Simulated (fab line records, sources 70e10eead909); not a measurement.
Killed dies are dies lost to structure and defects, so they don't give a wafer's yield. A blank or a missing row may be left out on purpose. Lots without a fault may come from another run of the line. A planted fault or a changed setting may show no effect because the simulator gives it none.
Which tool did it? | flow nand_harc | 11 lots, 33 wafers sampled, at 5 steps of a route of 1159

WHAT THE GAUGES READ, wafer by wafer
NHARC_END_SORT_01. Usual: killed_at_array 25, standard deviation 9.2; killed_at_other 0.8, standard deviation 1.2; killed_at_periphery 3.9, standard deviation 2.6; killed_dies 30, standard deviation 9.7; killed_open 3.4, standard deviation 1.9; killed_short 2.0, standard deviation 1.4.
lot  | measured     | on        | killed_at_array | killed_at_other | killed_at_periphery | killed_dies | killed_open | killed_short | flag
L404 | day 20 04:00 | prober-02 | 14 15 18        | 0 0 0           | 6 3 8               | 20 18 26    | 4 4 4       | 0 1 2        |
L407 | day 20 11:01 | prober-01 | 20 12 24        | 0 0 0           | 1 5 2               | 21 17 26    | 3 4 3       | 3 2 1        |
L409 | day 21 04:19 | prober-02 | 674 672 676     | 2 0 0           | 1 5 1               | 677 677 677 | 4 5 2       | 1 4 2        | OFF
L412 | day 21 19:50 | prober-02 | 674 674 671     | 1 1 0           | 2 2 6               | 677 677 677 | 1 3 6       | 1 4 3        | OFF
L411 | day 21 19:04 | prober-01 | 672 669 673     | 1 0 0           | 4 8 4               | 677 677 677 | 3 9 3       | 0 2 3        | OFF
L421 | day 24 00:33 | prober-01 | 10 14 15        | 2 0 1           | 1 3 0               | 13 17 16    | 3 8 1       | 3 2 3        |

WHICH TOOL RAN EACH LOT (tool, then ch and the chambers of the sampled wafers, then the start)
lot  | NHARC_A_CHANNEL_HOLE_D1_DESCUM_15  | NHARC_A_CHANNEL_HOLE_D1_ETCH_39    | NHARC_A_CHANNEL_HOLE_D1_ETCH_22  | NHARC_A_CHANNEL_HOLE_D1_ETCH_24
L402 | rie_diel-12 ch 0,1,2, day 8 01:32  | rie_diel-12 ch 1,2,3, day 8 01:43  | har_etch-02 ch 0,1, day 8 03:38  | har_etch-02 ch 0,1, day 8 04:53
L404 | rie_diel-09 ch 0,3, day 8 17:16    | rie_diel-09 ch 1,2,3, day 8 17:28  | har_etch-01 ch 0,1, day 8 19:19  | har_etch-01 ch 0,1, day 8 20:34
L407 | rie_diel-03 ch 0,2,3, day 9 12:49  | rie_diel-03 ch 0,2,3, day 9 12:59  | har_etch-02 ch 0,1, day 9 14:52  | har_etch-02 ch 0,1, day 9 16:08
L408 | rie_diel-12 ch 0,2,3, day 10 01:35 | rie_diel-12 ch 2,3, day 10 01:46   | har_etch-02 ch 0,1, day 10 03:50 | har_etch-02 ch 0,1, day 10 05:11
L409 | rie_diel-09 ch 1,2, day 10 06:51   | rie_diel-09 ch 2,3, day 10 07:01   | har_etch-01 ch 0,1, day 10 08:59 | har_etch-01 ch 0,1, day 10 10:17
L412 | rie_diel-09 ch 0,1,2, day 10 19:37 | rie_diel-09 ch 1,2,3, day 10 19:48 | har_etch-02 ch 0,1, day 10 21:46 | har_etch-02 ch 0,1, day 10 23:04
L411 | rie_diel-12 ch 1,2, day 10 21:02   | rie_diel-12 ch 0,1,2, day 10 21:13 | har_etch-01 ch 0,1, day 10 23:04 | har_etch-01 ch 0,1, day 11 00:20
L421 | rie_diel-09 ch 1,2,3, day 12 17:37 | rie_diel-09 ch 0,1,2, day 12 17:49 | har_etch-02 ch 0,1, day 12 19:44 | har_etch-02 ch 0,1, day 12 21:02
L422 | rie_diel-12 ch 2,3, day 12 18:28   | rie_diel-12 ch 0,1,3, day 12 18:40 | har_etch-01 ch 0,1, day 12 20:36 | har_etch-01 ch 0,1, day 12 21:53
L423 | rie_diel-12 ch 0,1,3, day 13 11:41 | rie_diel-12 ch 0,3, day 13 11:50   | har_etch-01 ch 0,1, day 13 13:53 | har_etch-01 ch 0,1, day 13 15:13
L425 | rie_diel-09 ch 0,1,2, day 14 04:56 | rie_diel-09 ch 0,2, day 14 05:07   | har_etch-02 ch 0,1, day 14 07:10 | har_etch-02 ch 0,1, day 14 08:26
- NHARC_A_CHANNEL_HOLE_D1_DESCUM_15: chemistry O2, time 3 s.
- NHARC_A_CHANNEL_HOLE_D1_ETCH_39: etches the open film in N2/H2, target depth 260 nm, time 325 s.
- NHARC_A_CHANNEL_HOLE_D1_ETCH_22: etches the open film in C4F8/O2/Ar, time 666.7 s, target depth 1600 nm.
- NHARC_A_CHANNEL_HOLE_D1_ETCH_24: etches the open film in C4F8/O2/Ar, time 906.2 s, target depth 1500 nm.

WHAT THE TOOLS THEMSELVES READ (means of the sampled wafers that have a number; where no wafer has one, the mark that the record gives instead)
NHARC_A_CHANNEL_HOLE_D1_DESCUM_15. Usual: chamber_pressure_mTorr 59.99 mTorr, standard deviation 0.052; drypump_motor_current_A 5.6 A, standard deviation 0.35; oes_product_au 1.003 a.u., standard deviation 0.012; rf_vpp_V 58.0 V, standard deviation 0.91; showerhead_plenum_p_Torr 1.96 Torr, standard deviation 0.091; throttle_valve_pct 11.312 %, standard deviation 0.0092.
lot  | tool        | chamber_pressure_mTorr (mTorr) | drypump_motor_current_A (A) | oes_product_au (a.u.) | rf_vpp_V (V) | showerhead_plenum_p_Torr (Torr) | throttle_valve_pct (%) | flag
L402 | rie_diel-12 | 59.98                          | 5.5                         | 1.003                 | 58.0         | 1.94                            | 11.321                 |
L404 | rie_diel-09 | 60.01                          | 5.5                         | 1.003                 | 58.7         | 2.03                            | 11.321                 |
L407 | rie_diel-03 | 59.97                          | 5.8                         | 0.999                 | 57.0         | 1.89                            | 11.315                 |
L408 | rie_diel-12 | 60.05                          | 5.8                         | 1.004                 | 58.7         | 2.02                            | 11.310                 |
L409 | rie_diel-09 | 59.98                          | 5.3                         | 0.998                 | 58.1         | 1.96                            | 11.323                 |
L412 | rie_diel-09 | 60.04                          | 5.4                         | 0.993                 | 57.6         | 1.97                            | 11.311                 |
L411 | rie_diel-12 | 59.95                          | 5.6                         | 1.019                 | 57.0         | 1.94                            | 11.309                 |
L421 | rie_diel-09 | 59.97                          | 5.5                         | 0.992                 | 58.3         | 1.98                            | 11.312                 |
L422 | rie_diel-12 | 60.01                          | 6.0                         | 1.000                 | 58.3         | 2.03                            | 11.309                 |
L423 | rie_diel-12 | 59.98                          | 5.7                         | 1.001                 | 58.3         | 1.95                            | 11.310                 |
L425 | rie_diel-09 | 59.96                          | 5.4                         | 1.000                 | 58.2         | 1.97                            | 11.307                 |

NHARC_A_CHANNEL_HOLE_D1_ETCH_39. Usual: bias_w 150.0 W, standard deviation 0.44; chamber_pressure_mTorr 29.999 mTorr, standard deviation 0.029; drypump_motor_current_A 5.6 A, standard deviation 0.35; oes_product_au 1.002 a.u., standard deviation 0.011; rf_vpp_V 432.0 V, standard deviation 2.8; showerhead_plenum_p_Torr 2.10 Torr, standard deviation 0.096; throttle_valve_pct 14.173 %, standard deviation 0.01.
lot  | tool        | bias_w (W) | chamber_pressure_mTorr (mTorr) | drypump_motor_current_A (A) | oes_product_au (a.u.) | rf_vpp_V (V) | showerhead_plenum_p_Torr (Torr) | throttle_valve_pct (%) | flag
L402 | rie_diel-12 | 149.7      | 30.000                         | 5.8                         | 1.006                 | 431.2        | 2.08                            | 14.180                 |
L404 | rie_diel-09 | 149.8      | 29.998                         | 5.5                         | 0.989                 | 431.8        | 2.12                            | 14.174                 |
L407 | rie_diel-03 | 150.1      | 30.009                         | 5.7                         | 1.003                 | 430.3        | 2.01                            | 14.171                 |
L408 | rie_diel-12 | 149.8      | 30.031                         | 5.9                         | 1.014                 | 433.9        | 2.16                            | 14.167                 |
L409 | rie_diel-09 | -          | -                              | -                           | -                     | -            | -                               | -                      | OFF
L412 | rie_diel-09 | -          | -                              | -                           | -                     | -            | -                               | -                      | OFF
L411 | rie_diel-12 | -          | -                              | -                           | -                     | -            | -                               | -                      | OFF
L421 | rie_diel-09 | 150.0      | 30.022                         | 5.4                         | 0.994                 | 431.7        | 2.10                            | 14.173                 |
L422 | rie_diel-12 | 150.1      | 30.008                         | 5.7                         | 1.007                 | 431.6        | 2.08                            | 14.170                 |
L423 | rie_diel-12 | 149.6      | 29.997                         | 5.9                         | 1.006                 | 434.8        | 2.17                            | 14.169                 |
L425 | rie_diel-09 | 150.1      | 29.992                         | 5.2                         | 1.012                 | 432.4        | 2.11                            | 14.171                 |

NHARC_A_CHANNEL_HOLE_D1_ETCH_22. Usual: c4f8_flow_sccm 89.34 sccm, standard deviation 0.27; chamber_pressure_mTorr 19.999 mTorr, standard deviation 0.018; drypump_motor_current_A 6.0 A, standard deviation 0.48; showerhead_plenum_p_Torr 3.81 Torr, standard deviation 0.073; throttle_valve_pct 32.156 %, standard deviation 0.0098.
lot  | tool        | c4f8_flow_sccm (sccm) | chamber_pressure_mTorr (mTorr) | drypump_motor_current_A (A) | showerhead_plenum_p_Torr (Torr) | throttle_valve_pct (%) | flag
L402 | har_etch-02 | 89.37                 | 20.015                         | 5.9                         | 3.87                            | 32.144                 |
L404 | har_etch-01 | 89.50                 | 19.995                         | 6.1                         | 3.74                            | 32.155                 |
L407 | har_etch-02 | 89.30                 | 19.990                         | 5.9                         | 3.87                            | 32.153                 |
L408 | har_etch-02 | 89.47                 | 20.004                         | 6.0                         | 3.86                            | 32.157                 |
L409 | har_etch-01 | 89.27                 | 19.991                         | 6.2                         | 3.73                            | 32.157                 |
L412 | har_etch-02 | 89.24                 | 20.005                         | 6.0                         | 3.86                            | 32.162                 |
L411 | har_etch-01 | 89.45                 | 20.005                         | 6.2                         | 3.73                            | 32.155                 |
L421 | har_etch-02 | 89.39                 | 19.973                         | 6.0                         | 3.84                            | 32.146                 |
L422 | har_etch-01 | 89.28                 | 20.007                         | 5.7                         | 3.75                            | 32.164                 |
L423 | har_etch-01 | 89.37                 | 20.008                         | 6.2                         | 3.71                            | 32.161                 |
L425 | har_etch-02 | 89.36                 | 19.994                         | 6.0                         | 3.84                            | 32.154                 |

NHARC_A_CHANNEL_HOLE_D1_ETCH_24. Usual: c4f8_flow_sccm 93.80 sccm, standard deviation 0.27; chamber_pressure_mTorr 19.999 mTorr, standard deviation 0.017; drypump_motor_current_A 6.0 A, standard deviation 0.48; showerhead_plenum_p_Torr 3.80 Torr, standard deviation 0.073; throttle_valve_pct 32.235 %, standard deviation 0.0085.
lot  | tool        | c4f8_flow_sccm (sccm) | chamber_pressure_mTorr (mTorr) | drypump_motor_current_A (A) | showerhead_plenum_p_Torr (Torr) | throttle_valve_pct (%) | flag
L402 | har_etch-02 | 93.85                 | 20.010                         | 5.9                         | 3.87                            | 32.232                 |
L404 | har_etch-01 | 93.80                 | 20.007                         | 6.2                         | 3.73                            | 32.233                 |
L407 | har_etch-02 | 93.88                 | 20.008                         | 5.9                         | 3.86                            | 32.237                 |
L408 | har_etch-02 | 93.73                 | 20.006                         | 6.0                         | 3.86                            | 32.244                 |
L409 | har_etch-01 | 93.56                 | 19.977                         | 6.2                         | 3.72                            | 32.228                 |
L412 | har_etch-02 | 93.80                 | 20.005                         | 6.0                         | 3.85                            | 32.227                 |
L411 | har_etch-01 | 93.77                 | 20.014                         | 6.1                         | 3.72                            | 32.236                 |
L421 | har_etch-02 | 93.66                 | 19.989                         | 6.0                         | 3.84                            | 32.229                 |
L422 | har_etch-01 | 93.68                 | 20.001                         | 5.7                         | 3.75                            | 32.238                 |
L423 | har_etch-01 | 93.89                 | 19.992                         | 6.2                         | 3.70                            | 32.235                 |
L425 | har_etch-02 | 93.85                 | 20.005                         | 6.0                         | 3.83                            | 32.246                 |

THE ANSWER, worked out from the rows above alone
Rule: a lot is off if the mean of its wafers that have a number lies more than 3 standard deviations from the usual mean. A lot without any number at a reading at which 4 lots or more have one is off too. The other lots that the step has rows for count as sound. The gauges are gone through in route order, then the tools' own readings, and for those a lot's mean is taken as printed above. The first step at which some lot is off is used, and at that step the reading that is off furthest; a lot without a number counts as furthest.
Off: L409, L412, L411, at NHARC_END_SORT_01 (killed_at_array). Neither off nor sound, because the step has no rows for them: L402, L408, L422, L423, L425.
A tool fits if, at a process step before that reading, it ran every lot that is off, and no sound lot after the first of them. The gauges at NHARC_END_SORT_01 aren't tried: what is off there is off at NHARC_A_CHANNEL_HOLE_D1_ETCH_39 too, on other tools, and a gauge's error can't cause that. None of those tried fits.

WHAT THE SIMULATOR HAD PUT IN
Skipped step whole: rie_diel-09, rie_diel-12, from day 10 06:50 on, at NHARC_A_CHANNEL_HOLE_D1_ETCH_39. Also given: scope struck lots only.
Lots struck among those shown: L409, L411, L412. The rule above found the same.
